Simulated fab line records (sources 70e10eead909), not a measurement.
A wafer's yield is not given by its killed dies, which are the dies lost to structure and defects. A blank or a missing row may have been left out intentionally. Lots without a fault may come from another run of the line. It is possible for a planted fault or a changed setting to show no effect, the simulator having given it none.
What tool caused it? / flow nand_harc / 12 lots, 36 wafers sampled, at 1 step of a route of 1302

## WHAT THE GAUGES SHOWED, per wafer
NHARC_A_ONON_D2_THK_MEAS_27: measures by ellipsometry.
lot=L075; measured=day 13 05:14; on=film_metro-01; thk_nm (nm)=1005 1005 1005
lot=L078; measured=day 14 12:06; on=film_metro-02; thk_nm (nm)=1011 1011 1010
lot=L079; measured=day 15 07:07; on=film_metro-02; thk_nm (nm)=1001 1001 1001
lot=L081; measured=day 15 11:31; on=film_metro-01; thk_nm (nm)=991 991 992
lot=L083; measured=day 16 14:04; on=film_metro-01; thk_nm (nm)=999 999 999
lot=L086; measured=day 17 14:16; on=film_metro-02; thk_nm (nm)=1008 1009 1006
lot=L087; measured=day 18 17:44; on=film_metro-01; thk_nm (nm)=1018 1018 1019
lot=L089; measured=day 19 09:14; on=film_metro-02; thk_nm (nm)=1008 1008 1007
lot=L092; measured=day 20 03:57; on=film_metro-01; thk_nm (nm)=1016 1017 1018
lot=L093; measured=day 20 22:38; on=film_metro-01; thk_nm (nm)=1001 1000 1002
lot=L095; measured=day 21 21:00; on=film_metro-01; thk_nm (nm)=1012 1014 1014
lot=L097; measured=day 22 23:55; on=film_metro-01; thk_nm (nm)=999 999 999

## EACH LOT AND THE TOOL THAT RAN IT (in order: tool; ch and the chambers of the sampled wafers; start)
No process step before these readings appears in the record.

## THE ANSWER, worked out from the rows above alone
Rule: usual is defined by the lots themselves. The widest of any qualifying gaps counts: lots, ordered by their means at a reading, are off when they make up no more than a third of the lots, leave a main group of 4 or more, and stand apart from it by 3 or more times the standard deviation of that group's means. If all means in a main group match to the digits the tables above print for the reading, that group is not used. Also off: a lot with no number at a reading for which 4 or more lots have one. Any other lot the step has rows for is counted as sound.
No lot is off on any of the readings shown, so nothing can be concluded from this.

## WHAT THE SIMULATOR PUT IN
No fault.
